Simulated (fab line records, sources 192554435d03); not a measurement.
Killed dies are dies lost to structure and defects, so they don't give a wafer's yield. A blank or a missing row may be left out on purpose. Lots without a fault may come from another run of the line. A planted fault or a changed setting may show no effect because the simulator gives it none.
fab line records | flow n5_finfet
record lots=10 wafers=28 last_day=21
route steps=1938 shown BEOL_M0_SAQP@637 BEOL_M4@1111 PAD_METAL@1896 PASSIVATION@1928
lots that met no fault: from a run of the same line without faults
start_h: hours from the record's first day to the start of the lot's first wafer shown | wait_h: hours since the lot's step before | " the same as in the row above | L1.1+2: a row that stands for several wafers | - no value, or no start given | * or withheld: withheld | < > ~ a bound
route shown NAME@n: a module of which the file shows steps, and the number in the route of the first | usual: mean/standard deviation of fault-free wafers | same: alike in all rows | chamber/n: place in a boat | sites: the reading at each site | _std_site: their standard deviation | _edge_site: outer sites' mean less inner sites' | radius_mm: how far each site lies from the wafer's centre | mask NAME#n: copy n | behind: the tool/chamber that last shaped the wafer | hold: why the lot was held/for how many hours/how that ended | device: the transistor (n, p or np) that didn't switch | end of line: the same wafers' tests at the end of the route | a step without rows: its recipe alone | killed: dies lost to structure and defects at the first sort, not the wafer's yield | map: a wafer's dies, x killed, . not, _ none there
set.NAME: the setting as run; set.NAME@STEP: as run at that earlier step | model.NAME: the simulator's own value behind a step, which no gauge read
steps of the route over a sample of lots; a table a step, a row a wafer
services: from which hour (start_h, from the record's first day; less than 0 if before it) a tool's chamber was out of use, for how many hours, and why
## steps
# step N5_BEOL_M0_SAQP_PECVD_97
# recipe material=SiNx target_thk_a=230 temp_c=350 precursor=SiH4/NH3/N2 pressure_torr=1.5 rf_w=300 time_s=19.9
# usual heater_power_w=544/110 showerhead_plenum_p_Torr=5.15/0.08 throttle_valve_pct=39.8/2
# columns lot.wafer tool chamber start_h wait_h heater_power_w showerhead_plenum_p_Torr throttle_valve_pct
L104.2 pecvd-01 0 122.56 0.0 487 5.12 41.7
L104.5 " 1 " " 541 5.24 38.3
L104.6 " 0 " " 485 5.11 41.8
L105.2 pecvd-01 1 139.21 0.0 584 5.26 37.8
L105.6 " 2 " " 402 5.19 37.0
L108.4 pecvd-01 0 147.64 0.0 487 5.12 41.6
L108.5 " 1 " " 616 5.27 37.9
L111.1 pecvd-01 0 163.49 0.0 531 5.13 42.4
L111.2 " 2 " " 387 5.18 36.9
L111.5 " 0 " " 549 5.12 42.3
L112.1 pecvd-01 0 173.83 0.0 512 5.12 42.2
L112.3 " 1 " " 622 5.26 38.0
L112.5 " 0 " " 504 5.12 42.4
L113.2 pecvd-01 0 181.24 0.0 522 5.12 41.9
L113.3 " 2 " " 453 5.19 36.8
L113.6 " 2 " " 443 5.19 36.9
L114.3 pecvd-01 1 183.45 0.0 586 5.25 38.0
L114.5 " 0 " " 500 5.11 42.0
L114.6 " 2 " " 442 5.19 37.0
L116.1 pecvd-01 1 191.98 0.0 634 5.27 38.0
L116.5 " 2 " " 454 5.18 36.8
L116.6 " 1 " " 632 5.26 38.1
L117.1 pecvd-04 1 202.02 0.0 589 5.01 41.8
L117.2 " 2 " " 730 5.19 39.8
L117.5 " 1 " " 582 5.00 42.1
L124.1 pecvd-04 1 240.43 0.0 618 5.00 42.1
L124.5 " 2 " " 690 5.17 37.3
L124.6 " 1 " " 621 5.01 42.1
# step N5_BEOL_M4_RC_MEAS_101
# usual DIBL_N=37.7/2 DIBL_P=37.7/2.3 IOFF_N=0.18/0.039 IOFF_P=0.23/0.042 ION_N=681/12 ION_P=463/8 SS_N=71.9/0.68 SS_P=73.6/0.71 VT_N=248/3.2 VT_P=-249/3.1
# columns lot.wafer tool chamber start_h wait_h DIBL_N[mV/V] DIBL_P[mV/V] IOFF_N[nA/um] IOFF_P[nA/um] ION_N[uA/um] ION_P[uA/um] SS_N[mV/dec] SS_P[mV/dec] VT_N[mV] VT_P[mV]
L104.2 prober-02 0 265.07 0.2 42.7 41.4 0.26 0.31 704 480 73.3 74.6 244 -245
L104.5 " 0 " " 36.7 34.8 0.13 0.18 672 465 71.3 72.9 254 -254
L104.6 " 0 " " 42.0 40.6 0.25 0.30 707 482 72.9 74.4 245 -247
L105.2 prober-02 0 276.70 0.2 38.0 37.0 0.19 0.20 692 462 71.4 73.3 247 -252
L105.6 " 0 " " 37.4 37.3 0.16 0.21 681 459 71.2 73.3 249 -252
L108.4 prober-01 0 305.76 0.5 36.3 37.5 0.16 0.21 684 469 72.1 73.8 252 -249
L108.5 " 0 " " 39.2 41.1 0.23 0.26 700 471 72.5 75.4 245 -248
L111.1 prober-01 0 309.95 0.0 37.6 36.9 0.16 0.23 664 460 72.0 74.0 250 -249
L111.2 " 0 " " 40.3 38.5 0.23 0.25 682 461 72.7 74.1 247 -245
L111.5 " 0 " " 38.8 38.6 0.18 0.24 670 455 71.5 73.5 251 -250
L112.1 prober-02 0 323.10 0.0 34.1 34.6 0.14 0.18 668 453 70.5 72.2 250 -252
L112.3 " 0 " " 36.3 37.9 0.19 0.24 697 472 72.3 73.2 247 -248
L112.5 " 0 " " 34.2 35.2 0.16 0.19 689 470 71.6 73.5 247 -249
L117.1 prober-01 0 344.88 0.0 40.9 40.7 0.22 0.30 692 477 72.4 74.6 244 -242
L117.2 " 0 " " 37.4 36.3 0.16 0.22 676 468 71.1 73.8 248 -250
L117.5 " 0 " " 37.9 36.6 0.16 0.22 679 471 71.7 73.2 250 -249
L124.1 prober-02 0 389.10 0.0 39.4 38.3 0.22 0.26 685 469 73.2 73.9 245 -247
L124.5 " 0 " " 36.0 34.0 0.17 0.19 680 459 71.6 72.8 249 -251
L124.6 " 0 " " 38.5 39.8 0.22 0.30 688 471 71.4 73.6 244 -246
# step N5_PASSIVATION_AL_DEP_21
# recipe material=Al target_thk_a=28000 temp_c=400 time_s=170 power_w=30000 chamber_pressure_pa=0.4 gas=Ar
# usual throttle_valve_pct=30.3/1.2
# same time_s=170
# columns lot.wafer tool chamber start_h wait_h throttle_valve_pct
L104.2 pvd_sputter-03 - 371.83 0.1 29.8
L104.5 " - " " 28.2
L104.6 " - " " 32.2
L105.2 pvd_sputter-02 - 386.26 0.1 30.5
L105.6 " - " " 30.5
L111.1 pvd_sputter-02 - 402.11 0.1 30.7
L111.2 " - " " 28.9
L111.5 " - " " 30.8
L108.4 pvd_sputter-02 - 406.59 0.1 30.4
L108.5 " - " " 29.0
L112.1 pvd_sputter-03 - 429.76 0.1 28.5
L112.3 " - " " 32.5
L112.5 " - " " 28.9
L117.1 pvd_sputter-01 - 444.82 0.1 29.9
L117.2 " - " " 28.7
L117.5 " - " " 31.9
L124.1 pvd_sputter-03 - 495.33 0.1 30.2
L124.5 " - " " 28.3
L124.6 " - " " 28.9
# step N5_PASSIVATION_DESCUM_46
# recipe chemistry=O2 time_s=7.9 source_power_w=50 bias_power_w=20 pressure_mtorr=20 rf_frequency_hz=2.712e+07 temp_c=40 o2_flow_sccm=225
# usual drypump_motor_current_A=5.9/0.43 oes_product_au=0.80/0.067 rf_vpp_V=243.5/1.2 showerhead_plenum_p_Torr=2.11/0.063 temp_c=40.00/0.11 throttle_valve_pct=20.38/0.2
# same time_s=7.9
# columns lot.wafer tool chamber start_h wait_h drypump_motor_current_A oes_product_au rf_hours_counter_h rf_vpp_V showerhead_plenum_p_Torr temp_c throttle_valve_pct
L104.2 rie_diel-04 0 374.39 0.0 5.1 0.87 42 240.4 2.04 39.99 20.37
L104.5 " 0 " " 5.1 0.87 - 244.3 2.04 40.31 20.37
L104.6 " 1 " " 6.3 0.85 - 243.4 2.13 39.81 20.54
L105.2 rie_diel-04 2 389.02 0.2 5.7 0.72 173 241.7 2.06 40.05 20.24
L105.6 " 1 " " 6.3 0.84 - 241.9 2.13 40.01 20.53
L111.1 rie_diel-01 1 404.98 0.1 5.9 0.84 64 241.7 2.06 40.09 20.68
L111.2 " 0 " " 6.2 0.73 174 243.8 2.17 39.90 20.43
L111.5 " 1 " " 5.9 0.84 - 241.5 2.06 39.88 20.67
L108.4 rie_diel-04 0 409.15 0.0 5.1 0.85 54 242.0 2.04 39.93 20.39
L108.5 " 2 " " 5.7 0.73 - 243.7 2.05 39.96 20.26
L112.1 rie_diel-04 0 432.67 0.0 5.2 0.84 63 243.7 2.04 40.04 20.39
L112.3 " 3 " " 5.6 0.87 44 242.9 2.12 40.23 20.16
L112.5 " 2 " " 5.7 0.72 - 243.0 2.05 40.17 20.28
L117.1 rie_diel-04 3 447.34 0.0 5.6 0.87 49 243.6 2.12 40.00 20.17
L117.2 " 0 " " 5.1 0.83 69 242.5 2.03 40.09 20.41
L117.5 " 2 " " 5.7 0.72 - 242.4 2.05 39.92 20.29
L124.1 rie_diel-04 3 498.03 0.1 5.6 0.85 65 242.6 2.11 40.03 20.18
L124.5 " 1 " " 6.3 0.80 - 244.0 2.11 39.91 20.58
L124.6 " 0 " " 5.1 0.81 - 241.1 2.03 40.08 20.43
# step N5_PASSIVATION_ETCH_54
# recipe chemistry=CHF3/O2 target=SiO2 target_depth_a=8800 CHF3_flow_sccm=50 O2_flow_sccm=5 Ar_flow_sccm=200 time_s=440 mask_material=PR pressure_mtorr=30 source_w=650 bias_w=170 ion_energy_ev=200
# usual CHF3_flow_sccm=50.01/0.14 bias_w=170.0/0.48 drypump_motor_current_A=5.9/0.44 mfc_ar_sccm=200.0/0.63 oes_product_au=0.80/0.064 rf_vpp_V=524/19 showerhead_plenum_p_Torr=2.43/0.073 throttle_valve_pct=18.73/0.19
# same time_s=440
# columns lot.wafer tool chamber start_h wait_h CHF3_flow_sccm bias_w drypump_motor_current_A mfc_ar_sccm oes_product_au rf_hours_counter_h rf_vpp_V showerhead_plenum_p_Torr throttle_valve_pct
L104.2 rie_diel-04 0 374.65 0.1 50.05 169.4 5.1 199.0 0.87 42 494 2.33 18.62
L104.5 " 0 " " 50.06 170.3 5.1 199.2 0.87 - 493 2.33 18.61
L104.6 " 1 " " 50.08 170.2 6.3 200.5 0.84 - 509 2.46 18.95
L105.2 rie_diel-04 2 389.28 0.1 50.15 170.6 5.7 200.4 0.73 173 552 2.39 18.69
L105.6 " 1 " " 50.05 169.8 6.3 199.9 0.84 - 507 2.46 18.97
L111.1 rie_diel-01 1 405.25 0.1 50.07 169.7 6.0 199.6 0.83 65 529 2.33 18.72
L111.2 " 0 " " 50.00 169.8 6.2 200.4 0.73 174 516 2.53 18.99
L111.5 " 1 " " 49.94 169.9 6.0 199.9 0.83 - 530 2.33 18.74
L108.4 rie_diel-04 0 409.41 0.1 49.76 169.9 5.1 200.0 0.86 54 491 2.32 18.63
L108.5 " 2 " " 49.86 169.2 5.7 200.5 0.73 - 551 2.39 18.73
L112.1 rie_diel-04 0 432.93 0.1 49.76 169.9 5.1 199.1 0.85 63 493 2.32 18.66
L112.3 " 3 " " 50.10 170.0 5.7 200.1 0.88 44 536 2.42 18.46
L112.5 " 2 " " 50.05 171.1 5.7 199.5 0.72 - 550 2.38 18.75
L117.1 rie_diel-04 3 447.60 0.1 49.95 170.1 5.6 200.8 0.87 50 535 2.42 18.46
L117.2 " 0 " " 50.24 169.7 5.1 199.7 0.84 69 493 2.32 18.66
L117.5 " 2 " " 50.17 170.0 5.7 199.1 0.72 - 551 2.38 18.74
L124.1 rie_diel-04 3 498.29 0.1 50.07 170.2 5.7 199.3 0.85 65 535 2.41 18.50
L124.5 " 1 " " 50.23 170.7 6.3 199.3 0.80 - 509 2.44 19.02
L124.6 " 0 " " 49.96 170.0 5.1 199.0 0.82 - 492 2.31 18.70
# step N5_PASSIVATION_PROBE_49
# usual defect_limited_yield=91.1/1.4 killed_at_M0_to_M3=34/9.6 killed_at_M4_up=15/5.3 killed_at_contacts=12/6.1 killed_at_front_end=40/11 killed_at_other=3.5/2.8 killed_dies=105/17 killed_on_rim=14/4.3 killed_open=70/12 killed_short=34/7.7 sort_bin_4_leakage=0.01/0.07 sort_bin_5_function=5.2/0.97 sort_bin_6_memory=3.4/0.62 sort_n_pass=1075/17 sort_yield_pct=91.1/1.4
# same gross_dies=1180 killed_at_back_side=0 sort_bin_8_speed[%]=0
# columns lot.wafer tool chamber start_h wait_h defect_limited_yield[%] killed_at_M0_to_M3 killed_at_M4_up killed_at_contacts killed_at_front_end killed_at_other killed_dies killed_on_rim killed_open killed_short sort_bin_4_leakage[%] sort_bin_5_function[%] sort_bin_6_memory[%] sort_n_pass sort_yield_pct[%]
L111.1 prober-02 - 408.14 0.1 90.8 33 23 10 37 6 109 18 71 36 0 5.5 3.5 1071 90.8
L111.2 prober-02 - 408.19 0.2 91.4 25 19 15 32 10 101 7 70 26 0 4.4 3.6 1079 91.4
L111.5 prober-02 - 408.34 0.3 92.2 18 13 25 34 2 92 9 66 24 0 4.5 3.1 1088 92.2
L108.4 prober-01 - 412.34 0.2 90.8 45 14 12 26 12 109 15 71 36 0 5.9 3.1 1071 90.8
L108.5 prober-01 - 412.39 0.2 89.6 52 10 14 43 4 123 18 81 41 0 5.8 4.2 1057 89.6
L113.2 prober-01 - 420.57 0.1 0 1109 19 7 39 6 1180 152 75 44 0 6.4 3.4 0 0
L113.3 prober-01 - 420.62 0.1 0 1114 19 7 37 3 1180 152 56 26 0 3.9 2.7 0 0
L113.6 prober-01 - 420.77 0.3 0 1106 20 8 44 2 1180 152 54 29 0 4.6 2.0 0 0
L114.3 prober-01 - 433.54 0.1 0 1103 21 21 30 5 1180 152 74 34 0 5.8 3.3 0 0
L114.5 prober-01 - 433.64 0.2 0 1116 13 13 36 2 1180 152 75 34 0 5.4 3.5 0 0
L114.6 prober-01 - 433.69 0.3 0 1123 20 21 16 0 1180 152 62 27 0 4.3 3.1 0 0
L116.1 prober-02 - 462.14 0.0 0 1106 19 4 51 0 1180 152 64 40 0 5.3 3.2 0 0
L116.5 prober-02 - 462.34 0.2 0 1071 30 8 69 2 1180 152 117 40 0 8.6 4.5 0 0
L116.6 prober-02 - 462.39 0.3 0 1115 25 6 34 0 1180 152 71 26 0 5.6 2.5 0 0
# killed by level:class
L111.1 BEOL_M4:geometric_particle:open=15 MOL_CONTACT_COAG:geometric_particle:open=9 BEOL_M2:geometric_particle:open=9 BEOL_M0_SAQP:geometric_particle:short=8 GATE_CUT:geometric_particle:short=7 ILD0:geometric_particle:open=6 FIN_SAQP:geometric_particle:open=5 BEOL_M1:geometric_particle:open=5
L111.2 MOL_CONTACT_COAG:geometric_particle:open=12 BEOL_M4:geometric_particle:open=10 STI_FIN_REVEAL:geometric_particle:open=9 BEOL_M2:geometric_particle:open=8 FIN_SAQP:geometric_particle:open=5 HKMG_FIN:area_etch=5 BEOL_M0_SAQP:geometric_particle:open=4 BEOL_M0:geometric_particle:open=4
L111.5 MOL_CONTACT_COAG:geometric_particle:open=20 STI_FIN_REVEAL:geometric_particle:open=7 FIN_SAQP:geometric_particle:open=6 BEOL_M4:geometric_particle:open=6 MOL_CONTACT_COAG:geometric_particle:short=5 STI_FIN_REVEAL:geometric_particle:short=4 DUMMY_GATE:geometric_particle:open=4 BEOL_M0_SAQP:geometric_particle:open=4
L108.4 BEOL_M3:geometric_particle:open=12 BEOL_M4:geometric_particle:open=11 BEOL_M0_SAQP:geometric_particle:short=10 MOL_CONTACT_COAG:geometric_particle:open=10 BEOL_M1:geometric_particle:open=9 BEOL_M0_SAQP:geometric_particle:open=6 MIM_TOP_ETCH:geometric_particle:short=5 STI_FIN_REVEAL:geometric_particle:open=4
L108.5 BEOL_M0_SAQP:geometric_particle:short=15 STI_FIN_REVEAL:geometric_particle:open=14 MOL_CONTACT_COAG:geometric_particle:open=13 BEOL_M2:geometric_particle:open=11 BEOL_M0_SAQP:geometric_particle:open=9 GATE_CUT:geometric_particle:short=7 BEOL_M1:geometric_particle:open=6 BEOL_M3:geometric_particle:open=6
L113.2 BEOL_M0_SAQP:area_pecvd=1061 BEOL_M0_SAQP:geometric_particle:open=22 BEOL_M4:geometric_particle:open=10 FIN_SAQP:geometric_particle:open=9 BEOL_M0_SAQP:geometric_particle:short=9 FIN_SAQP:geometric_particle:short=8 MOL_CONTACT_COAG:geometric_particle:open=7 GATE_CUT:geometric_particle:open=6
L113.3 BEOL_M0_SAQP:area_pecvd=1098 BEOL_M4:geometric_particle:open=8 FIN_SAQP:geometric_particle:short=7 MOL_CONTACT_COAG:geometric_particle:open=7 STARTING-WAFER:geometric_particle:short=6 STI_FIN_REVEAL:geometric_particle:open=5 GATE_CUT:geometric_particle:open=5 BEOL_M2:geometric_particle:open=5
L113.6 BEOL_M0_SAQP:area_pecvd=1097 FIN_SAQP:geometric_particle:open=10 GATE_CUT:geometric_particle:short=9 FIN_SAQP:geometric_particle:short=8 MOL_CONTACT_COAG:geometric_particle:open=8 BEOL_M4:geometric_particle:open=6 GATE_CUT:geometric_particle:open=4 BEOL_M8:geometric_particle:open=4
L114.3 BEOL_M0_SAQP:area_pecvd=1071 MOL_CONTACT_COAG:geometric_particle:open=15 STI_FIN_REVEAL:geometric_particle:open=14 BEOL_M4:geometric_particle:open=13 BEOL_M3:geometric_particle:open=11 BEOL_M0_SAQP:geometric_particle:short=7 GATE_CUT:geometric_particle:short=6 MOL_CONTACT_COAG:geometric_particle:short=6
L114.5 BEOL_M0_SAQP:area_pecvd=1071 BEOL_M3:geometric_particle:open=18 BEOL_M2:geometric_particle:open=10 MOL_CONTACT_COAG:geometric_particle:open=9 GATE_CUT:geometric_particle:short=8 GATE_CUT:geometric_particle:open=6 BEOL_M0_SAQP:geometric_particle:open=6 BEOL_M4:geometric_particle:open=6
L114.6 BEOL_M0_SAQP:area_pecvd=1091 MOL_CONTACT_COAG:geometric_particle:open=14 BEOL_M3:geometric_particle:open=12 BEOL_M4:geometric_particle:open=8 MOL_CONTACT_COAG:geometric_particle:short=7 BEOL_M2:geometric_particle:open=7 STI_FIN_REVEAL:geometric_particle:open=4 BEOL_M1:geometric_particle:open=4
L116.1 BEOL_M0_SAQP:area_pecvd=1074 FIN_SAQP:geometric_particle:open=14 STI_FIN_REVEAL:geometric_particle:open=9 FIN_SAQP:geometric_particle:short=8 BEOL_M0_SAQP:geometric_particle:open=7 BEOL_M4:geometric_particle:open=7 STI_FIN_REVEAL:geometric_particle:short=5 BEOL_M2:geometric_particle:short=5
L116.5 BEOL_M0_SAQP:area_pecvd=1022 STI_FIN_REVEAL:geometric_particle:open=31 BEOL_M3:geometric_particle:open=17 BEOL_M4:geometric_particle:open=16 FIN_SAQP:geometric_particle:open=11 STI_FIN_REVEAL:geometric_particle:short=10 BEOL_M1:geometric_particle:open=8 MOL_CONTACT_COAG:geometric_particle:open=7
L116.6 BEOL_M0_SAQP:area_pecvd=1081 STI_FIN_REVEAL:geometric_particle:open=13 BEOL_M3:geometric_particle:open=11 BEOL_M4:geometric_particle:open=11 BEOL_M3:geometric_particle:short=6 FIN_SAQP:geometric_particle:short=5 MOL_CONTACT_COAG:geometric_particle:open=5 BEOL_M0_SAQP:geometric_particle:short=5
## services
# columns tool chamber start_h hours kind
pvd_sputter-02 - 102.33 3.4 repair
rie_diel-01 - 109.73 14.6 pm
pvd_sputter-02 - 113.98 5.4 repair
pvd_sputter-03 - 115.44 3.8 repair
rie_diel-01 3 166.05 3.5 repair
pvd_sputter-03 - 189.21 0.6 repair
rie_diel-04 1 200.64 69.6 repair
rie_diel-04 3 203.83 8.1 repair
pecvd-04 - 204.95 2.6 repair
pecvd-01 - 212.39 6.0 pm
rie_diel-01 - 214.57 2.8 pm
pvd_sputter-02 - 256.23 2.3 repair
pecvd-01 - 256.72 1.2 repair
pecvd-01 - 264.29 1.3 repair
pecvd-04 - 265.32 2.9 repair
rie_diel-01 1 271.01 14.9 repair
rie_diel-04 - 287.48 28.1 pm
pecvd-01 - 334.31 2.8 pm
rie_diel-04 2 339.41 7.8 repair
pecvd-01 - 371.26 1.8 repair
pvd_sputter-02 - 409.67 7.3 repair
pecvd-01 - 415.89 5.5 pm
rie_diel-04 3 460.95 2.6 repair
pecvd-01 2 487.48 6.7 repair
## key
first_sign step=N5_PASSIVATION_PROBE_49 reading=killed_at_M0_to_M3 direction=up sigmas=99+ usual=34 struck=1107
effect step=N5_PASSIVATION_PROBE_49 reading=killed_dies direction=up sigmas=63 usual=105 struck=1180
more_kills_born_at N5_BEOL_M0_SAQP_PECVD_97@pecvd-01=9666
met_at N5_BEOL_M0_SAQP_PECVD_97
struck_lots L113,L114,L116
later_rows_left_out L113.2,L113.3,L113.6,L114.3,L114.5,L114.6,L116.1,L116.5,L116.6
not_acting_at N5_PASSIVATION_AL_DEP_21,N5_PASSIVATION_DESCUM_46,N5_PASSIVATION_ETCH_54
onset_between 173.83 181.24
fault kind=process_parameter_drift tool=pecvd-01 chamber=- onset_h=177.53 steps=N5_BEOL_M0_SAQP_PECVD_97 channel=time_s offset=* shape=step end_h=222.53 acts_in=* stated=*
# later_rows_left_out: the simulator's readings of these wafers behind a module that went badly wrong aren't trusted and aren't shown, but for the sort
